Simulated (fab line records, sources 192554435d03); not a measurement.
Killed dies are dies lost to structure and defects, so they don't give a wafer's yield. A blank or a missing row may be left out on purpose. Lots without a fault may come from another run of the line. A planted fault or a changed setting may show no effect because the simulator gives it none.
One fault seen from 2 desks | flow n5_finfet | each desk has only its own numbers; what lay behind them comes last

THE TOOL OWNER'S DESK: rie_diel-05
The tool's own readings at N5_BEOL_M5_ETCH_75 (etches underlayer in N2/H2, target depth 6.5 nm, time 5.2 s): means of the sampled wafers that have a number, for each lot that ran on this tool. A lot is out of limits, marked OUT, if its mean lies more than 4 standard deviations from the usual mean; the brackets give that distance.
Columns: A = drypump_motor_current_A at N5_BEOL_M5_ETCH_75, usual 5.9 A; B = etch_rf_on_time_s at N5_BEOL_M5_ETCH_75, usual 5.24 s; C = oes_product_au at N5_BEOL_M5_ETCH_75, usual 0.68 a.u.; D = rf_vpp_V at N5_BEOL_M5_ETCH_75, usual 524.3 V; E = showerhead_plenum_p_Torr at N5_BEOL_M5_ETCH_75, usual 2.57 Torr; F = throttle_valve_pct at N5_BEOL_M5_ETCH_75, usual 17.82 %
lot  | first seen here | A   | B               | C    | D     | E    | F
L769 | day 8 09:10     | 5.8 | 5.31            | 0.60 | 523.7 | 2.58 | 17.91
L773 | day 10 07:24    | 6.6 | 5.42            | 0.62 | 521.6 | 2.47 | 17.73
L782 | day 11 21:06    | 5.8 | 5.25            | 0.74 | 523.2 | 2.54 | 17.67
L783 | day 12 16:11    | 6.3 | 3.10 (-14) OUT  | 0.84 | 523.9 | 2.53 | 17.99
L785 | day 13 00:14    | 5.9 | 3.81 (-9.5) OUT | 0.84 | 523.8 | 2.55 | 17.88
This desk's finding: out of limits on L783, L785; first on L783, day 12 16:11 (etch_rf_on_time_s at N5_BEOL_M5_ETCH_75). In limits: L769, L773, L782.

THE DEFECT DESK
What the inspections along the route counted, lot by lot: means of the sampled wafers that have a number. A lot is out of limits, marked OUT, if its mean lies more than 4 standard deviations from the usual mean; the brackets give that distance.
Columns: A = raw_defect_count at N5_BEOL_M4_INSPECT_59, usual 73; B = raw_defect_count at N5_BEOL_M5_INSPECT_30, usual 397
lot  | first seen here | A   | B
L768 | day 7 20:00     | 51  | 324
L769 | day 7 22:30     | 57  | 369
L773 | day 10 00:44    | 58  | 376
L775 | day 10 16:32    | 92  | 521
L780 | day 11 09:20    | 74  | 475
L782 | day 11 17:22    | 73  | 452
L783 | day 12 11:08    | 61  | 340
L785 | day 12 20:40    | 100 | 495
L786 | day 12 22:34    | 79  | 345
L787 | day 13 05:01    | 50  | 291
L791 | day 14 07:25    | 67  | 447
This desk's finding: nothing out of limits on any of the 11 lots.

PUT TOGETHER
The tool owner's desk could have raised an alarm at day 12 16:11, on L783, L785.
The defect desk saw nothing out of limits.
The defect desk has L783, L785 on record, within its limits.
Of the lots named, all ran N5_BEOL_M5_ETCH_75 on rie_diel-05.

WHAT THE SIMULATOR HAD PUT IN
Process parameter drift: rie_diel-05, from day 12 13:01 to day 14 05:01, at N5_BEOL_M5_ETCH_75. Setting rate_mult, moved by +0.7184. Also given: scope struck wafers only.
Lots struck among those shown: L783, L785.
Hours from the fault's start to each desk's first reading out of limits: the tool owner's desk, 3.
